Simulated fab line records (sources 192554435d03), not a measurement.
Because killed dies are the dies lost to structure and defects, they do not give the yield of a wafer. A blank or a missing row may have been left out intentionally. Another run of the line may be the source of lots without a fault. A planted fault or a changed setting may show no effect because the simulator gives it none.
Split-lot experiment || flow n5_finfet || 21 wafers read across 7 lots, on a route 1938 steps long

== ON THE SPLIT ==
At N5_BEOL_M7_ILD_DEP_00 (deposits SiCOH lowk from DEMS/porogen, target thk 179.75 nm, time 33.4 s), the setting time_s was moved away from the recipe's 33.4 s on 6 of the 21 wafers read, by -12.7% to +4.8%. The other wafers ran this setting at the recipe's value.

== SPLIT TO READING: what lies between them in the file, 1 step ==
- N5_BEOL_M7_CURE_74: cures SiCOH lowk, time 240 s

== THE READING ==
M7_ILD_THK in nanometres, read at N5_BEOL_M7_THK_MEAS_01. Fault-free wafers of this fab line usually give 154.7 nm, standard deviation 2 nm.

{"wafer": "L074.1", "tool, chamber at the split": "pecvd-03, 0", "time_s as run, s": 33.4, "against the recipe": "recipe", "M7_ILD_THK, nm": 152.7, "against lot-mates on the recipe": "-"}
{"wafer": "L074.5", "tool, chamber at the split": "pecvd-03, 0", "time_s as run, s": 33.4, "against the recipe": "recipe", "M7_ILD_THK, nm": 157.9, "against lot-mates on the recipe": "-"}
{"wafer": "L074.6", "tool, chamber at the split": "pecvd-03, 2", "time_s as run, s": 33.4, "against the recipe": "recipe", "M7_ILD_THK, nm": 156.6, "against lot-mates on the recipe": "-"}
{"wafer": "L075.1", "tool, chamber at the split": "pecvd-04, 1", "time_s as run, s": 33.4, "against the recipe": "recipe", "M7_ILD_THK, nm": 151.4, "against lot-mates on the recipe": "-"}
{"wafer": "L075.4", "tool, chamber at the split": "pecvd-04, 0", "time_s as run, s": 33.4, "against the recipe": "recipe", "M7_ILD_THK, nm": 155.7, "against lot-mates on the recipe": "-"}
{"wafer": "L075.5", "tool, chamber at the split": "pecvd-04, 2", "time_s as run, s": 33.4, "against the recipe": "recipe", "M7_ILD_THK, nm": 153.5, "against lot-mates on the recipe": "-"}
{"wafer": "L080.3", "tool, chamber at the split": "pecvd-03, 2", "time_s as run, s": 33.4, "against the recipe": "recipe", "M7_ILD_THK, nm": 156.5, "against lot-mates on the recipe": "-"}
{"wafer": "L080.4", "tool, chamber at the split": "pecvd-03, 2", "time_s as run, s": 35.01, "against the recipe": "+4.8%", "M7_ILD_THK, nm": 166.5, "against lot-mates on the recipe": "+9.8"}
{"wafer": "L080.6", "tool, chamber at the split": "pecvd-03, 1", "time_s as run, s": 33.4, "against the recipe": "recipe", "M7_ILD_THK, nm": 157.0, "against lot-mates on the recipe": "-"}
{"wafer": "L085.2", "tool, chamber at the split": "pecvd-04, 1", "time_s as run, s": 30, "against the recipe": "-10.2%", "M7_ILD_THK, nm": 137.7, "against lot-mates on the recipe": -17.3}
{"wafer": "L085.3", "tool, chamber at the split": "pecvd-04, 0", "time_s as run, s": 33.4, "against the recipe": "recipe", "M7_ILD_THK, nm": 153.7, "against lot-mates on the recipe": "-"}
{"wafer": "L085.6", "tool, chamber at the split": "pecvd-04, 0", "time_s as run, s": 33.4, "against the recipe": "recipe", "M7_ILD_THK, nm": 156.3, "against lot-mates on the recipe": "-"}
{"wafer": "L086.1", "tool, chamber at the split": "pecvd-04, 0", "time_s as run, s": 33.4, "against the recipe": "recipe", "M7_ILD_THK, nm": 152.9, "against lot-mates on the recipe": "-"}
{"wafer": "L086.2", "tool, chamber at the split": "pecvd-04, 1", "time_s as run, s": 33.4, "against the recipe": "recipe", "M7_ILD_THK, nm": 151.9, "against lot-mates on the recipe": "-"}
{"wafer": "L086.4", "tool, chamber at the split": "pecvd-04, 0", "time_s as run, s": 33.4, "against the recipe": "recipe", "M7_ILD_THK, nm": 155.1, "against lot-mates on the recipe": "-"}
{"wafer": "L088.2", "tool, chamber at the split": "pecvd-02, 1", "time_s as run, s": 30.4, "against the recipe": "-9.0%", "M7_ILD_THK, nm": 139.7, "against lot-mates on the recipe": -16.0}
{"wafer": "L088.4", "tool, chamber at the split": "pecvd-02, 0", "time_s as run, s": 30.4, "against the recipe": "-9.0%", "M7_ILD_THK, nm": 143.9, "against lot-mates on the recipe": -11.8}
{"wafer": "L088.5", "tool, chamber at the split": "pecvd-02, 1", "time_s as run, s": 33.4, "against the recipe": "recipe", "M7_ILD_THK, nm": 155.7, "against lot-mates on the recipe": "-"}
{"wafer": "L092.3", "tool, chamber at the split": "pecvd-03, 2", "time_s as run, s": 29.16, "against the recipe": "-12.7%", "M7_ILD_THK, nm": 134.1, "against lot-mates on the recipe": -20.2}
{"wafer": "L092.4", "tool, chamber at the split": "pecvd-03, 2", "time_s as run, s": 33.4, "against the recipe": "recipe", "M7_ILD_THK, nm": 154.3, "against lot-mates on the recipe": "-"}
{"wafer": "L092.6", "tool, chamber at the split": "pecvd-03, 1", "time_s as run, s": 29.16, "against the recipe": "-12.7%", "M7_ILD_THK, nm": 137.8, "against lot-mates on the recipe": -16.5}

FIT RESULTS
A straight line over all 21 wafers: M7_ILD_THK changes by +1.57 nm for each +1% of time_s; r = +0.96; the points scatter about the line by 2.2 nm.
The same after taking each lot's own level away (the mean of its wafers on the recipe; 21 wafers): +1.55 nm for each +1%; r = +0.98; scatter 1.8 nm.
On that fit, the largest move of time_s shifts the reading by 20 nm.
The lots' own levels span 153.30 to 156.75 nm, that is 1.7 times the standard deviation above.
The two slopes are in agreement: the lot-to-lot level therefore moves the slope only a little.
Check: with one of the wafers moved furthest among these (-12.7%) left out of the fit, the line predicts -19.3 nm for it against its lot-mates. Against them it came out at -20.2 nm.

== ADDITIONAL SPLITS CARRIED BY THESE WAFERS ==
These wafers also went through other splits before the reading. Each is held against what the fit with the lots' levels taken away leaves over:
{"other split on the same wafers": "N5_BEOL_M3_COAT_73 spin_rpm", "wafers away from the commonest value": 4, "r with M7_ILD_THK (lot level and that fit taken away)": "+0.05"}
{"other split on the same wafers": "N5_BEOL_M4_EXPOSE_25 dose_mj", "wafers away from the commonest value": 5, "r with M7_ILD_THK (lot level and that fit taken away)": "+0.01"}
{"other split on the same wafers": "N5_BEOL_M5_COAT_66 spin_rpm", "wafers away from the commonest value": 4, "r with M7_ILD_THK (lot level and that fit taken away)": "+0.14"}
{"other split on the same wafers": "N5_BEOL_M5_COAT_22 spin_rpm", "wafers away from the commonest value": 4, "r with M7_ILD_THK (lot level and that fit taken away)": "+0.28"}

== THE WHOLE CHAIN: every reading that the file lists as answering this split, in the file's order ==
{"step": "N5_BEOL_M7_ILD_DEP_00", "what it does": "deposits SiCOH lowk from DEMS/porogen, target thk 179.75 nm, time 33.4 s", "reading": "SiCOH_lowk_of_BEOL_M7_ILD_DEP_00.thk_nm (the simulator's own value, which no gauge read)", "change (the file's fit)": "+1.81 nm for each +1% of the setting", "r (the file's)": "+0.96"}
{"step": "N5_BEOL_M7_CURE_74", "what it does": "cures SiCOH lowk, time 240 s", "reading": "SiCOH_lowk_of_BEOL_M7_ILD_DEP_00.thk_nm (the simulator's own value, which no gauge read)", "change (the file's fit)": "+1.57 nm for each +1% of the setting", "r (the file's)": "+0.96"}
{"step": "N5_BEOL_M7_THK_MEAS_01", "what it does": "", "reading": "M7_ILD_THK", "change (the file's fit)": "+1.58 for each +1% of the setting", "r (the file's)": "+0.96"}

== THE FILE'S OWN FIT ==
M7_ILD_THK changes by +1.58 nm for each +1% of time_s, r = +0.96.
